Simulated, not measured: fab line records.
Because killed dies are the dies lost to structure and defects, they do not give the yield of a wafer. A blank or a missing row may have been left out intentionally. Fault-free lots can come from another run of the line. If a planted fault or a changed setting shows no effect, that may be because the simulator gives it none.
The tool behind it: which one? | flow nand_harc | 12 lots, 36 wafers sampled, at 6 steps of a route of 1302

## WHAT THE GAUGES SHOWED, per wafer
NHARC_P_GATE_INSPECT_68.
lot  | measured     | on                | raw_defect_count
L553 | day 7 08:13  | defect_inspect-01 | 127 252 142
L554 | day 7 18:38  | defect_inspect-01 | 226 224 295
L556 | day 8 05:40  | defect_inspect-02 | 165 226 175
L559 | day 9 21:09  | defect_inspect-02 | 235 224 357
L560 | day 10 00:38 | defect_inspect-01 | 840 884 858
L563 | day 11 15:08 | defect_inspect-02 | 823 822 831
L568 | day 13 13:39 | defect_inspect-01 | 173 148 125
L569 | day 13 21:26 | defect_inspect-01 | 219 228 268
L571 | day 14 19:18 | defect_inspect-02 | 352 166 155
L570 | day 14 19:23 | defect_inspect-01 | 218 263 263
L572 | day 14 21:25 | defect_inspect-01 | 260 217 222
L573 | day 15 09:51 | defect_inspect-01 | 266 283 216

NHARC_END_SORT_01.
lot  | measured     | on        | killed_at_array | killed_at_other | killed_at_periphery | killed_dies | killed_open | killed_short
L560 | day 28 21:35 | prober-02 | 93 87 60        | 0 0 1           | 70 86 83            | 163 173 144 | 4 1 3       | 4 1 1
L563 | day 30 07:57 | prober-01 | 43 49 57        | 2 0 2           | 97 54 90            | 142 103 149 | 4 3 3       | 1 1 4

## WHAT TOOL EACH LOT RAN ON (gives the tool, then ch and the chambers of the sampled wafers, and finally the start)
lot  | NHARC_P_GATE_HM_OPEN_105           | NHARC_P_GATE_STRIP_75                | NHARC_P_GATE_RTA_82              | NHARC_P_CONTACT_DEP_30
L553 | rie_diel-07 ch 1,2,3, day 6 14:00  | plasma_asher-01 ch 0,1, day 7 02:31  | rtp_anneal-02 ch 0, day 7 08:03  | pecvd-04 ch 0,2, day 7 08:19
L554 | rie_diel-01 ch 0,2,3, day 6 20:00  | plasma_asher-02 ch 0,1, day 7 13:05  | rtp_anneal-01 ch 0, day 7 18:30  | pecvd-01 ch 0,1,2, day 7 18:47
L556 | rie_diel-01 ch 0,1, day 7 11:00    | plasma_asher-02 ch 0,1, day 7 23:49  | rtp_anneal-01 ch 0, day 8 05:28  | pecvd-04 ch 0,1,2, day 8 05:44
L559 | rie_diel-01 ch 2,3, day 9 03:00    | plasma_asher-01 ch 0,1, day 9 15:35  | rtp_anneal-01 ch 0, day 9 20:59  | pecvd-03 ch 0,2, day 9 21:17
L560 | rie_diel-01 ch 0,3, day 9 06:00    | plasma_asher-01 ch 1, day 9 19:05    | rtp_anneal-01 ch 0, day 10 00:26 | pecvd-01 ch 0,1, day 10 00:46
L563 | rie_diel-01 ch 1,2, day 10 18:00   | plasma_asher-01 ch 0,1, day 11 08:58 | rtp_anneal-01 ch 0, day 11 14:56 | pecvd-01 ch 0, day 11 15:16
L568 | rie_diel-11 ch 1,2, day 12 19:00   | plasma_asher-02 ch 0,1, day 13 07:59 | rtp_anneal-01 ch 0, day 13 13:32 | pecvd-04 ch 0,1,2, day 13 13:50
L569 | rie_diel-01 ch 0,1,2, day 13 03:00 | plasma_asher-02 ch 0, day 13 15:45   | rtp_anneal-02 ch 0, day 13 21:16 | pecvd-01 ch 0,1, day 13 21:34
L571 | rie_diel-07 ch 0,1,3, day 14 00:00 | plasma_asher-01 ch 0,1, day 14 12:40 | rtp_anneal-01 ch 0, day 14 19:10 | pecvd-03 ch 0,1, day 14 19:25
L570 | rie_diel-11 ch 0,1,2, day 14 00:00 | plasma_asher-02 ch 0,1, day 14 13:05 | rtp_anneal-02 ch 0, day 14 19:11 | pecvd-04 ch 1,2, day 14 19:27
L572 | rie_diel-07 ch 0,1,3, day 14 02:00 | plasma_asher-01 ch 0,1, day 14 15:58 | rtp_anneal-01 ch 0, day 14 21:14 | pecvd-03 ch 0,1, day 14 21:31
L573 | rie_diel-11 ch 0,3, day 14 15:00   | plasma_asher-02 ch 0,1, day 15 04:10 | rtp_anneal-02 ch 0, day 15 09:39 | pecvd-04 ch 1,2, day 15 09:55
- NHARC_P_GATE_HM_OPEN_105: chemistry O2/COS, target depth 360 nm.
- NHARC_P_GATE_STRIP_75: strips in O2.
- NHARC_P_GATE_RTA_82: time 30 s.
- NHARC_P_CONTACT_DEP_30: deposits SiNx, target thk 30 nm.

## WHAT THE TOOLS THEMSELVES READ (means of the sampled wafers that have a number; where no wafer has one, the mark that the record gives instead)
NHARC_P_GATE_HM_OPEN_105.
lot  | tool        | drypump_motor_current_A (A) | o2_flow_sccm (sccm) | oes_product_au (a.u.) | rf_vpp_V (V) | showerhead_plenum_p_Torr (Torr) | throttle_valve_pct (%)
L553 | rie_diel-07 | 5.9                         | 400.3               | 0.997                 | 467.0        | 3.10                            | 28.335
L554 | rie_diel-01 | 5.4                         | 398.9               | 0.998                 | 467.7        | 3.16                            | 28.333
L556 | rie_diel-01 | 6.0                         | 400.7               | 1.008                 | 467.1        | 3.13                            | 28.330
L559 | rie_diel-01 | 5.2                         | 399.8               | 0.998                 | 468.3        | 3.19                            | 28.337
L560 | rie_diel-01 | 5.7                         | 400.4               | 1.002                 | 468.1        | 3.22                            | 28.333
L563 | rie_diel-01 | 5.6                         | 400.4               | 0.987                 | 465.3        | 3.01                            | 28.327
L568 | rie_diel-11 | 6.0                         | 399.6               | 1.005                 | 465.0        | 3.01                            | 28.329
L569 | rie_diel-01 | 5.8                         | 401.1               | 0.996                 | 466.5        | 3.07                            | 28.327
L571 | rie_diel-07 | 6.0                         | 399.8               | 1.006                 | 464.5        | 2.98                            | 28.331
L570 | rie_diel-11 | 6.1                         | 398.8               | 1.006                 | 466.5        | 3.08                            | 28.332
L572 | rie_diel-07 | 6.0                         | 398.7               | 1.000                 | 463.8        | 2.98                            | 28.321
L573 | rie_diel-11 | 5.9                         | 399.4               | 1.009                 | 468.6        | 3.17                            | 28.329

NHARC_P_GATE_STRIP_75.
lot  | tool            | drypump_motor_current_A (A) | heater_power_w (W) | rf_refl_power_W (W)
L553 | plasma_asher-01 | 5.4                         | 287                | 28
L554 | plasma_asher-02 | 5.0                         | 329                | 16
L556 | plasma_asher-02 | 4.8                         | 334                | 14
L559 | plasma_asher-01 | 5.8                         | 309                | 22
L560 | plasma_asher-01 | 6.1                         | 305                | 15
L563 | plasma_asher-01 | 5.7                         | 309                | 21
L568 | plasma_asher-02 | 4.8                         | 321                | 14
L569 | plasma_asher-02 | 4.7                         | 328                | 12
L571 | plasma_asher-01 | 5.7                         | 307                | 22
L570 | plasma_asher-02 | 4.8                         | 318                | 14
L572 | plasma_asher-01 | 5.7                         | 309                | 22
L573 | plasma_asher-02 | 5.0                         | 310                | 16

NHARC_P_GATE_RTA_82.
lot  | tool          | lamp_power_pct (%) | lamp_zone_6_pct (%) | wafer_temp_C_max
L553 | rtp_anneal-02 | 4.12               | 4.09                | 452.6
L554 | rtp_anneal-01 | 3.66               | 3.63                | 452.5
L556 | rtp_anneal-01 | 3.67               | 3.63                | 452.3
L559 | rtp_anneal-01 | 3.67               | 3.63                | 452.5
L560 | rtp_anneal-01 | 3.66               | 3.63                | 452.8
L563 | rtp_anneal-01 | 3.67               | 3.63                | 452.2
L568 | rtp_anneal-01 | 3.67               | 3.64                | 452.3
L569 | rtp_anneal-02 | 4.13               | 4.09                | 452.5
L571 | rtp_anneal-01 | 3.67               | 3.63                | 452.6
L570 | rtp_anneal-02 | 4.12               | 4.09                | 453.1
L572 | rtp_anneal-01 | 3.66               | 3.63                | 451.5
L573 | rtp_anneal-02 | 4.12               | 4.09                | 452.7

NHARC_P_CONTACT_DEP_30.
lot  | tool     | heater_power_w (W)
L553 | pecvd-04 | 642
L554 | pecvd-01 | 756
L556 | pecvd-04 | 671
L559 | pecvd-03 | 584
L560 | pecvd-01 | 733
L563 | pecvd-01 | 826
L568 | pecvd-04 | 736
L569 | pecvd-01 | 823
L571 | pecvd-03 | 666
L570 | pecvd-04 | 696
L572 | pecvd-03 | 680
L573 | pecvd-04 | 664

## THE ANSWER, worked out from the rows above alone
Rule: the lots themselves supply what counts as usual. Put in order of their means at a reading, lots are off if they are a third of the lots or fewer, leave a main group of 4 or more, and stand apart from it by a gap of 3 or more times the standard deviation of the main group's means; of several such gaps the widest counts. A main group whose means are all the same, to the digits that the tables above print for the reading, isn't used. Also off: a lot with no number at a reading for which 4 or more lots have one. The other lots that the step has rows for count as sound. The gauges are gone through in route order, then the tools' own readings, and for those a lot's mean is taken as printed above. The first step at which some lot is off is used, and at that step the reading that is off furthest; a lot without a number counts as furthest.
Off: L560, L563 (NHARC_P_GATE_INSPECT_68, raw_defect_count). The main group has a mean of 223 with a standard deviation of 38.
If a tool, at a process step before that reading, ran all the lots that are off and no sound lot after the first of them, it fits. Gauges at NHARC_P_GATE_INSPECT_68: tried the same way as those tools. No candidate that was tried fits.

## WHAT THE SIMULATOR HAD INSERTED
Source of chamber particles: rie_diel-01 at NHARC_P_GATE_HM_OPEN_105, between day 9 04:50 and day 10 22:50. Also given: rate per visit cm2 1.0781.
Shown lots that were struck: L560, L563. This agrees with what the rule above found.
